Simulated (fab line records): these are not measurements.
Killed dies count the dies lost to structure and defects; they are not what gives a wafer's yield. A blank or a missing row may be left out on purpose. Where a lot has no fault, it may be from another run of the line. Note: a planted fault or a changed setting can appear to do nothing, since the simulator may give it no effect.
fab line records + flow n5-finfet
record:
- lots: 9
- wafers: 27
- last-day: 19
route steps=1938 shown FIN_CUT@163 BEOL_M4@1111
lots with no fault: from the same line, run without faults
start-h: hours from the record's first day to the start of the lot's first wafer shown + wait-h: time in hours since the lot's previous step + " as in the row above + L1.1+2: several wafers, shown together as one row + - no value present, or no start provided + * or withheld: withheld + < > ~ a bound
route shown NAME@n: a module of which the file shows steps, and the number in the route of the first + usual: mean/standard deviation of fault-free wafers + same: alike in all rows + chamber/n: place in a boat + sites: per-site readings + _std_site: how widely they spread, as a standard deviation + _edge_site: outer sites' mean less inner sites' + radius-mm: for every site, how far away it sits from the centre of the wafer + mask NAME#n: copy n + behind: tool/chamber where the wafer was last shaped + hold: why the lot was held/for how many hours/how that ended + device: which transistor (n, p or np) failed to switch + end of line: tests run on the same wafers once the route is complete + step lacking rows: just its recipe + killed: the dies lost at the first sort to structure and to defects; this is not the yield of the wafer + map: dies across one wafer; x = killed, . = not, _ = none there
set.NAME: the setting the step ran with; set.NAME@STEP: the setting that earlier step ran with + model.NAME: the simulator's own value behind a step, which no gauge read
one table for each step of the route and one row for each wafer, over a sample of lots
services: when a tool's chamber went out of use (start-h, in hours from the record's first day, below 0 if earlier), for how many hours, and the reason
== steps ==
step: N5_FIN_CUT_CD_MEAS_08
recipe:
- target-cd-nm: 29.1
- landing-energy-ev: 500
- detector: se-inlens
- polarity: opening
usual:
- cd-nm: 29.13/0.24
| lot.wafer | tool      | chamber | start-h | wait-h | cd-nm |
|-----------|-----------|---------|---------|--------|-------|
| L723.2    | cd-sem-02 | 0       | 26.94   | -      | 28.72 |
| L723.4    | "         | 0       | "       | "      | 29.45 |
| L723.6    | "         | 0       | "       | "      | 29.12 |
| L725.2    | cd-sem-01 | 0       | 39.92   | -      | 29.46 |
| L725.3    | "         | 0       | "       | "      | 29.34 |
| L725.4    | "         | 0       | "       | "      | 29.13 |
| L728.2    | cd-sem-01 | 0       | 56.72   | -      | 28.90 |
| L728.3    | "         | 0       | "       | "      | 28.78 |
| L728.4    | "         | 0       | "       | "      | 29.49 |
| L729.1    | cd-sem-01 | 0       | 62.15   | -      | 28.57 |
| L729.3    | "         | 0       | "       | "      | 29.10 |
| L729.4    | "         | 0       | "       | "      | 29.33 |
| L738.3    | cd-sem-02 | 0       | 117.74  | -      | 29.11 |
| L738.4    | "         | 0       | "       | "      | 28.82 |
| L738.6    | "         | 0       | "       | "      | 29.34 |
| L739.2    | cd-sem-02 | 0       | 122.75  | -      | 29.57 |
| L739.4    | "         | 0       | "       | "      | 29.56 |
| L739.5    | "         | 0       | "       | "      | 29.61 |
| L742.3    | cd-sem-01 | 0       | 140.56  | -      | 29.12 |
| L742.4    | "         | 0       | "       | "      | 29.00 |
| L742.6    | "         | 0       | "       | "      | 29.40 |
| L745.1    | cd-sem-02 | 0       | 159.05  | -      | 29.10 |
| L745.5    | "         | 0       | "       | "      | 29.06 |
| L745.6    | "         | 0       | "       | "      | 29.13 |
| L746.4    | cd-sem-03 | 0       | 165.24  | -      | 29.28 |
| L746.5    | "         | 0       | "       | "      | 29.02 |
| L746.6    | "         | 0       | "       | "      | 29.53 |
step: N5_FIN_CUT_DESCUM_13
recipe:
- chemistry: O2
- time-s: 7
- source-power-w: 50
- bias-power-w: 20
- pressure-mtorr: 20
- rf-frequency-hz: 2.712e+07
- temp-c: 40
- resist: CAR-EUV
- o2-flow-sccm: 225
usual:
- drypump-motor-current-A: 5.9/0.41
- oes-product-au: 0.76/0.087
- rf-vpp-V: 243.2/1.3
- showerhead-plenum-p-Torr: 2.10/0.064
- throttle-valve-pct: 20.49/0.18
| lot.wafer | tool        | chamber | start-h | wait-h | drypump-motor-current-A | oes-product-au | rf-hours-counter-h | rf-vpp-V | showerhead-plenum-p-Torr | throttle-valve-pct |
|-----------|-------------|---------|---------|--------|-------------------------|----------------|--------------------|----------|--------------------------|--------------------|
| L723.2    | rie-diel-02 | 1       | 27.06   | 0.0    | 6.4                     | 0.76           | 137                | 243.7    | 2.11                     | 20.26              |
| L723.4    | "           | 0       | "       | "      | 6.3                     | 0.76           | -                  | 243.5    | 2.09                     | 20.29              |
| L723.6    | "           | 1       | "       | "      | 6.4                     | 0.76           | -                  | 245.1    | 2.11                     | 20.28              |
| L725.2    | rie-diel-03 | 1       | 40.09   | 0.1    | 5.2                     | 0.69           | 216                | 243.0    | 2.14                     | 20.68              |
| L725.3    | "           | 3       | "       | "      | 5.7                     | 0.72           | 201                | 244.1    | 2.16                     | 20.52              |
| L725.4    | "           | 0       | "       | "      | 5.5                     | 0.77           | 128                | 243.7    | 2.02                     | 20.68              |
| L728.2    | rie-diel-02 | 0       | 56.92   | 0.1    | 6.3                     | 0.75           | 140                | 243.1    | 2.09                     | 20.31              |
| L728.3    | "           | 3       | "       | "      | 5.5                     | 0.70           | 246                | 241.0    | 1.98                     | 20.77              |
| L728.4    | "           | 0       | "       | "      | 6.3                     | 0.75           | -                  | 242.9    | 2.09                     | 20.32              |
| L729.1    | rie-diel-02 | 1       | 62.60   | 0.4    | 6.4                     | 0.76           | 150                | 243.0    | 2.10                     | 20.29              |
| L729.3    | "           | 3       | "       | "      | 5.5                     | 0.70           | 248                | 242.4    | 1.98                     | 20.78              |
| L729.4    | "           | 1       | "       | "      | 6.4                     | 0.75           | -                  | 242.6    | 2.10                     | 20.29              |
| L738.3    | rie-diel-04 | 3       | 117.86  | 0.0    | 6.1                     | 0.92           | 28                 | 240.5    | 2.06                     | 20.32              |
| L738.4    | "           | 1       | "       | "      | 5.5                     | 0.82           | 66                 | 242.3    | 2.03                     | 20.45              |
| L738.6    | "           | 2       | "       | "      | 6.0                     | 0.72           | -                  | 242.7    | 2.09                     | 20.32              |
| L739.2    | rie-diel-04 | 0       | 123.09  | 0.3    | 5.6                     | 0.72           | 179                | 243.4    | 2.08                     | 20.45              |
| L739.4    | "           | 1       | "       | "      | 5.4                     | 0.83           | -                  | 242.8    | 2.03                     | 20.49              |
| L739.5    | "           | 2       | "       | "      | 6.0                     | 0.71           | -                  | 242.5    | 2.09                     | 20.32              |
| L742.3    | rie-diel-02 | 1       | 140.68  | 0.0    | 6.4                     | 0.72           | 179                | 243.9    | 2.09                     | 20.33              |
| L742.4    | "           | 0       | "       | "      | 6.3                     | 0.72           | 171                | 243.5    | 2.08                     | 20.34              |
| L742.6    | "           | 0       | "       | "      | 6.3                     | 0.73           | -                  | 243.6    | 2.08                     | 20.37              |
| L745.1    | rie-diel-03 | 3       | 159.17  | 0.0    | 5.7                     | 0.68           | 239                | 242.7    | 2.15                     | 20.56              |
| L745.5    | "           | 0       | "       | "      | 5.5                     | 0.73           | -                  | 241.3    | 2.01                     | 20.72              |
| L745.6    | "           | 3       | "       | "      | 5.7                     | 0.69           | -                  | 243.0    | 2.15                     | 20.57              |
| L746.4    | rie-diel-02 | 3       | 165.37  | 0.0    | 5.5                     | 0.91           | -                  | 246.1    | 2.24                     | 20.33              |
| L746.5    | "           | 2       | "       | "      | 6.3                     | 0.89           | -                  | 244.1    | 2.16                     | 20.33              |
| L746.6    | "           | 0       | "       | "      | 6.3                     | 0.72           | -                  | 242.3    | 2.08                     | 20.36              |
step: N5_FIN_CUT_ETCH_30
recipe:
- chemistry: N2/H2
- target: underlayer
- target-depth-a: 130
- mask-material: CAR-EUV
- time-s: 10.4
- ion-energy-ev: 200
- pressure-mtorr: 30
- source-w: 840
- bias-w: 150
- n2-flow-sccm: 200
- h2-flow-sccm: 200
- ends: cleared
usual:
- drypump-motor-current-A: 5.9/0.41
- etch-rf-on-time-s: 10.50/0.27
- oes-product-au: 0.65/0.07
- rf-vpp-V: 524.1/2.3
- showerhead-plenum-p-Torr: 2.55/0.075
- throttle-valve-pct: 17.86/0.24
| lot.wafer | tool        | chamber | start-h | wait-h | drypump-motor-current-A | etch-rf-on-time-s | oes-product-au | rf-hours-counter-h | rf-vpp-V | showerhead-plenum-p-Torr | throttle-valve-pct |
|-----------|-------------|---------|---------|--------|-------------------------|-------------------|----------------|--------------------|----------|--------------------------|--------------------|
| L723.2    | rie-diel-02 | 1       | 27.10   | 0.0    | 6.4                     | 10.28             | 0.65           | 137                | 524.6    | 2.54                     | 17.61              |
| L723.4    | "           | 0       | "       | "      | 6.3                     | 10.01             | 0.66           | -                  | 523.1    | 2.54                     | 17.73              |
| L723.6    | "           | 1       | "       | "      | 6.4                     | 10.28             | 0.64           | -                  | 524.0    | 2.54                     | 17.63              |
| L725.2    | rie-diel-03 | 1       | 40.13   | 0.0    | 5.2                     | 10.76             | 0.58           | 216                | 527.2    | 2.62                     | 18.06              |
| L725.3    | "           | 3       | "       | "      | 5.7                     | 10.87             | 0.59           | 201                | 527.0    | 2.63                     | 17.96              |
| L725.4    | "           | 0       | "       | "      | 5.5                     | 10.39             | 0.66           | 128                | 521.2    | 2.45                     | 18.12              |
| L728.2    | rie-diel-02 | 0       | 56.95   | 0.0    | 6.3                     | 10.05             | 0.66           | 140                | 523.8    | 2.54                     | 17.70              |
| L728.3    | "           | 3       | "       | "      | 5.6                     | 10.88             | 0.58           | 246                | 519.1    | 2.38                     | 18.02              |
| L728.4    | "           | 0       | "       | "      | 6.3                     | 10.08             | 0.65           | -                  | 524.2    | 2.54                     | 17.70              |
| L729.1    | rie-diel-02 | 1       | 62.64   | 0.0    | 6.4                     | 10.38             | 0.63           | 150                | 524.1    | 2.54                     | 17.66              |
| L729.3    | "           | 3       | "       | "      | 5.6                     | 10.79             | 0.59           | 248                | 520.0    | 2.38                     | 18.02              |
| L729.4    | "           | 1       | "       | "      | 6.4                     | 10.35             | 0.64           | -                  | 524.4    | 2.54                     | 17.63              |
| L738.3    | rie-diel-04 | 3       | 117.90  | 0.0    | 6.1                     | 10.33             | 0.78           | 28                 | 521.9    | 2.49                     | 17.68              |
| L738.4    | "           | 1       | "       | "      | 5.5                     | 10.12             | 0.71           | 66                 | 521.2    | 2.47                     | 17.89              |
| L738.6    | "           | 2       | "       | "      | 6.0                     | 10.57             | 0.62           | -                  | 522.9    | 2.51                     | 17.66              |
| L739.2    | rie-diel-04 | 0       | 123.13  | 0.0    | 5.5                     | 10.35             | 0.63           | 179                | 524.2    | 2.55                     | 18.12              |
| L739.4    | "           | 1       | "       | "      | 5.4                     | 10.03             | 0.72           | -                  | 522.5    | 2.47                     | 17.90              |
| L739.5    | "           | 2       | "       | "      | 6.0                     | 10.56             | 0.62           | -                  | 523.6    | 2.51                     | 17.67              |
| L742.3    | rie-diel-02 | 1       | 140.71  | 0.0    | 6.4                     | 10.37             | 0.62           | 179                | 524.1    | 2.53                     | 17.67              |
| L742.4    | "           | 0       | "       | "      | 6.3                     | 10.23             | 0.63           | 171                | 522.7    | 2.52                     | 17.75              |
| L742.6    | "           | 0       | "       | "      | 6.3                     | 10.05             | 0.63           | -                  | 524.9    | 2.52                     | 17.76              |
| L745.1    | rie-diel-03 | 3       | 159.21  | 0.0    | 5.7                     | 10.98             | 0.58           | 239                | 525.9    | 2.62                     | 18.04              |
| L745.5    | "           | 0       | "       | "      | 5.5                     | 10.25             | 0.64           | -                  | 519.9    | 2.44                     | 18.19              |
| L745.6    | "           | 3       | "       | "      | 5.7                     | 10.86             | 0.58           | -                  | 525.3    | 2.62                     | 18.03              |
| L746.4    | rie-diel-02 | 3       | 165.40  | 0.0    | 5.5                     | 10.50             | 0.76           | -                  | 528.9    | 2.69                     | 17.57              |
| L746.5    | "           | 2       | "       | "      | 6.3                     | 10.67             | 0.74           | -                  | 524.0    | 2.58                     | 17.52              |
| L746.6    | "           | 0       | "       | "      | 6.3                     | 10.07             | 0.63           | -                  | 523.4    | 2.52                     | 17.77              |
step: N5_FIN_CUT_CUT_ETCH_15
recipe:
- chemistry: HBr/Cl2/O2
- target: Si
- target-depth-a: 1000
- bt-time-s: 10
- mask-material: SOC
- time-s: 42.4
- ion-energy-ev: *
- bias-w: *
- pressure-mtorr: 10
- icp-w: 800
- HBr_flow_sccm: 150
- Cl2_flow_sccm: 80
- O2_flow_sccm: 12
usual:
- O2_flow_sccm: 12.00/0.04
- drypump-motor-current-A: 5.6/0.59
- oes_o_777_au: 1.00/0.064
- oes-product-au: 0.992/0.014
- throttle-valve-pct: 37.19/0.21
| lot.wafer | tool      | chamber | start-h | wait-h | O2_flow_sccm | drypump-motor-current-A | oes_o_777_au | oes-product-au | rf-hours-counter-h | throttle-valve-pct |
|-----------|-----------|---------|---------|--------|--------------|-------------------------|--------------|----------------|--------------------|--------------------|
| L723.2    | rie-si-04 | 2       | 27.69   | 0.1    | 12.08        | 4.8                     | 1.02         | 1.004          | 152                | 37.47              |
| L723.4    | "         | 1       | "       | "      | 11.96        | 6.7                     | 1.05         | 0.997          | 103                | 37.14              |
| L723.6    | "         | 3       | "       | "      | 12.00        | 6.0                     | 1.06         | 0.991          | -                  | 37.36              |
| L725.2    | rie-si-05 | 3       | 40.72   | 0.1    | 11.92        | 5.4                     | 1.12         | 1.025          | 150                | 37.56              |
| L725.3    | "         | 1       | "       | "      | 11.96        | 6.0                     | 0.93         | 0.985          | 6                  | 37.18              |
| L725.4    | "         | 2       | "       | "      | 12.04        | 5.4                     | 0.97         | 0.989          | 153                | 36.95              |
| L728.2    | rie-si-05 | 2       | 57.55   | 0.1    | 12.03        | 5.4                     | 0.97         | 1.043          | 153                | 36.95              |
| L728.3    | "         | 1       | "       | "      | 12.00        | 6.0                     | 0.92         | 0.985          | 6                  | 37.19              |
| L728.4    | "         | 3       | "       | "      | 11.99        | 5.4                     | 1.12         | 1.018          | 150                | 37.55              |
| L729.1    | rie-si-05 | 2       | 63.24   | 0.1    | 11.93        | 5.5                     | 0.97         | 1.035          | 153                | 36.92              |
| L729.3    | "         | 1       | "       | "      | 12.05        | 6.0                     | 0.93         | 0.981          | 6                  | 37.18              |
| L729.4    | "         | 3       | "       | "      | 11.95        | 5.4                     | 1.13         | 1.029          | 150                | 37.55              |
| L738.3    | rie-si-04 | 1       | 118.49  | 0.0    | 12.00        | 6.7                     | 1.06         | 0.991          | 105                | 37.17              |
| L738.4    | "         | 0       | "       | "      | 11.98        | 4.8                     | 1.02         | 0.987          | 6                  | 36.94              |
| L738.6    | "         | 3       | "       | "      | 11.98        | 6.0                     | 1.06         | 0.994          | -                  | 37.35              |
| L739.2    | rie-si-01 | 2       | 123.72  | 0.1    | 12.04        | 5.8                     | 0.98         | 0.971          | 104                | 36.83              |
| L739.4    | "         | 3       | "       | "      | 12.00        | 6.1                     | 1.08         | 0.992          | 112                | 36.75              |
| L739.5    | "         | 0       | "       | "      | 11.98        | 5.7                     | 0.96         | 0.983          | -                  | 37.22              |
| L742.3    | rie-si-05 | 2       | 141.31  | 0.0    | 11.97        | 5.4                     | 0.97         | 0.989          | 155                | 36.96              |
| L742.4    | "         | 0       | "       | "      | 11.98        | 5.3                     | 0.92         | 0.983          | 184                | 37.07              |
| L742.6    | "         | 1       | "       | "      | 11.92        | 6.0                     | 0.92         | 0.986          | -                  | 37.19              |
| L745.1    | rie-si-04 | 3       | 159.80  | 0.1    | 11.99        | 6.1                     | 1.06         | 0.993          | 48                 | 37.35              |
| L745.5    | "         | 0       | "       | "      | 11.97        | 4.8                     | 1.02         | 0.985          | -                  | 36.92              |
| L745.6    | "         | 3       | "       | "      | 11.99        | 6.1                     | 1.06         | 0.995          | -                  | 37.36              |
| L746.4    | rie-si-05 | 1       | 165.99  | 0.0    | 12.01        | 6.0                     | 0.93         | 0.976          | 8                  | 37.17              |
| L746.5    | "         | 2       | "       | "      | 11.89        | 5.5                     | 0.97         | 0.985          | -                  | 36.96              |
| L746.6    | "         | 1       | "       | "      | 12.01        | 6.0                     | 0.93         | 0.975          | -                  | 37.18              |
step: N5_BEOL_M4_RC_MEAS_101
usual:
- DIBL_N: 36.3/1.7
- DIBL_P: 36.5/2.1
- IOFF_N: 0.16/0.03
- IOFF_P: 0.22/0.035
- ION_N: 675/11
- ION_P: 465/7.1
- SS_N: 71.5/0.62
- SS_P: 73.3/0.64
- VT_N: 250/3.1
- VT_P: -249.1/3
| lot.wafer | tool      | chamber | start-h | wait-h | DIBL_N[mV/V] | DIBL_P[mV/V] | IOFF_N[nA/um] | IOFF_P[nA/um] | ION_N[uA/um] | ION_P[uA/um] | SS_N[mV/dec] | SS_P[mV/dec] | VT_N[mV] | VT_P[mV] |
|-----------|-----------|---------|---------|--------|--------------|--------------|---------------|---------------|--------------|--------------|--------------|--------------|----------|----------|
| L723.2    | prober-01 | 0       | 170.56  | 0.8    | 37.8         | 38.9         | 0.19          | 0.26          | 682          | 470          | 72.1         | 73.8         | 246      | -245.8   |
| L723.4    | "         | 0       | "       | "      | 37.7         | 38.4         | 0.19          | 0.27          | 686          | 473          | 72.0         | 73.4         | 248      | -246.1   |
| L723.6    | "         | 0       | "       | "      | 35.5         | 36.7         | 0.15          | 0.23          | 675          | 469          | 71.0         | 72.5         | 252      | -248.8   |
| L725.2    | prober-02 | 0       | 181.83  | 0.2    | 36.3         | 36.0         | 0.15          | 0.21          | 670          | 464          | 71.2         | 72.9         | 251      | -248.5   |
| L725.3    | "         | 0       | "       | "      | 39.2         | 38.8         | 0.22          | 0.24          | 679          | 462          | 71.9         | 73.5         | 245      | -249.6   |
| L725.4    | "         | 0       | "       | "      | 34.9         | 33.5         | 0.13          | 0.16          | 668          | 455          | 70.1         | 72.4         | 251      | -255.4   |
| L728.2    | prober-01 | 0       | 195.39  | 0.2    | 36.4         | 36.4         | 0.16          | 0.19          | 669          | 456          | 71.9         | 73.9         | 251      | -253.5   |
| L728.3    | "         | 0       | "       | "      | 33.1         | 32.5         | 0.11          | 0.16          | 671          | 460          | 71.3         | 72.4         | 254      | -256.4   |
| L728.4    | "         | 0       | "       | "      | 37.8         | 39.1         | 0.21          | 0.25          | 688          | 472          | 72.2         | 74.0         | 243      | -246.4   |
| L729.1    | prober-02 | 0       | 200.07  | 0.0    | 33.9         | 33.5         | 0.11          | 0.17          | 670          | 470          | 70.8         | 73.3         | 255      | -255.4   |
| L729.3    | "         | 0       | "       | "      | 38.6         | 38.1         | 0.20          | 0.24          | 680          | 465          | 70.9         | 73.7         | 249      | -248.3   |
| L729.4    | "         | 0       | "       | "      | 34.7         | 34.7         | 0.13          | 0.20          | 672          | 466          | 69.8         | 72.4         | 253      | -250.2   |
| L742.3    | prober-02 | 0       | 303.65  | 0.3    | 37.7         | 38.0         | 0.17          | 0.21          | 679          | 457          | 72.3         | 73.4         | 250      | -251.3   |
| L742.4    | "         | 0       | "       | "      | 37.1         | 36.4         | 0.16          | 0.19          | 667          | 447          | 72.0         | 72.9         | 253      | -255.7   |
| L742.6    | "         | 0       | "       | "      | 35.4         | 35.3         | 0.13          | 0.18          | 665          | 458          | 71.1         | 73.0         | 252      | -252.1   |
| L738.3    | prober-02 | 0       | 307.56  | 0.3    | 39.1         | 37.8         | 0.19          | 0.24          | 671          | 470          | 72.9         | 73.6         | 247      | -247.0   |
| L738.4    | "         | 0       | "       | "      | 36.4         | 35.2         | 0.15          | 0.20          | 664          | 460          | 71.8         | 73.2         | 252      | -249.7   |
| L738.6    | "         | 0       | "       | "      | 37.4         | 36.1         | 0.16          | 0.23          | 668          | 465          | 71.3         | 73.7         | 250      | -246.5   |
| L745.1    | prober-02 | 0       | 312.24  | 0.0    | 36.3         | 37.6         | 0.16          | 0.22          | 682          | 468          | 71.6         | 73.7         | 251      | -250.8   |
| L745.5    | "         | 0       | "       | "      | 38.9         | 40.8         | 0.22          | 0.28          | 684          | 473          | 72.1         | 74.7         | 246      | -246.8   |
| L745.6    | "         | 0       | "       | "      | 38.1         | 39.7         | 0.20          | 0.26          | 709          | 484          | 71.6         | 74.1         | 245      | -246.6   |
| L739.2    | prober-02 | 0       | 325.00  | 0.2    | 32.9         | 34.5         | 0.14          | 0.19          | 678          | 462          | 71.1         | 73.4         | 249      | -251.0   |
| L739.4    | "         | 0       | "       | "      | 33.7         | 35.4         | 0.14          | 0.20          | 661          | 459          | 71.2         | 72.9         | 249      | -253.3   |
| L739.5    | "         | 0       | "       | "      | 33.4         | 34.9         | 0.14          | 0.19          | 660          | 459          | 70.5         | 73.0         | 252      | -251.4   |
| L746.4    | prober-02 | 0       | 332.50  | 0.5    | 36.4         | 38.1         | 0.16          | 0.23          | 671          | 467          | 71.5         | 73.8         | 252      | -246.8   |
| L746.5    | "         | 0       | "       | "      | 34.0         | 35.8         | 0.13          | 0.20          | 686          | 475          | 70.5         | 73.1         | 253      | -248.7   |
| L746.6    | "         | 0       | "       | "      | 36.9         | 38.7         | 0.19          | 0.24          | 691          | 480          | 71.2         | 73.9         | 245      | -246.6   |
== services ==
| tool        | chamber | start-h | hours | kind                          |
|-------------|---------|---------|-------|-------------------------------|
| rie-diel-02 | -       | 5.93    | 7.6   | repair                        |
| rie-si-01   | -       | 10.36   | 4.0   | pm                            |
| rie-diel-03 | 2       | 20.85   | 10.1  | repair                        |
| rie-si-05   | -       | 24.91   | 0.1   | repair                        |
| rie-diel-02 | 3       | 25.68   | 16.5  | repair                        |
| rie-diel-02 | 0       | 30.63   | 8.5   | repair                        |
| rie-si-01   | -       | 46.33   | 15.6  | pm                            |
| rie-diel-03 | -       | 50.19   | 2.2   | repair                        |
| rie-diel-04 | 1       | 54.64   | 7.7   | repair                        |
| rie-diel-02 | 2       | 56.92   | -     | clean                         |
| rie-diel-02 | 2       | 56.92   | -     | consumable-replace:focus-ring |
| rie-diel-02 | 2       | 56.92   | 16.7  | scheduled-down                |
| rie-diel-02 | 2       | 56.92   | 16.7  | vent-cycle                    |
| rie-diel-04 | 2       | 70.08   | 5.8   | repair                        |
| rie-diel-02 | 3       | 81.94   | 4.4   | repair                        |
| rie-diel-02 | 3       | 86.34   | -     | clean                         |
| rie-diel-02 | 3       | 86.34   | -     | consumable-replace:focus-ring |
| rie-si-05   | 3       | 104.98  | 9.2   | repair                        |
| rie-diel-04 | -       | 105.48  | 12.2  | repair                        |
| rie-diel-02 | 0       | 117.33  | 3.4   | repair                        |
| rie-diel-04 | 3       | 118.63  | 9.4   | repair                        |
| rie-si-01   | 0       | 134.18  | 4.3   | repair                        |
| rie-diel-02 | 1       | 157.61  | 19.4  | repair                        |
| rie-diel-04 | -       | 165.30  | 1.5   | repair                        |
== key ==
first-sign:
- step: N5_FIN_CUT_CUT_ETCH_15
- reading: oes-product-au
- direction: up
- sigmas: 3.4
- usual: 0.992
- struck: 1.039
effect none on later readings
met-at N5_FIN_CUT_CUT_ETCH_15
struck-lots L728,L729
struck-wafers L728.2,L729.1
not-acting-at N5_FIN_CUT_CD_MEAS_08,N5_FIN_CUT_DESCUM_13,N5_FIN_CUT_ETCH_30
onset-between 40.72 57.55
fault:
- kind: process-parameter-drift
- tool: rie-si-05
- chamber: -
- onset-h: 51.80
- steps: N5_FIN_CUT_CUT_ETCH_15
- channel: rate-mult
- offset: 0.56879
- shape: step
- end-h: 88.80
- scope: struck-wafers-only
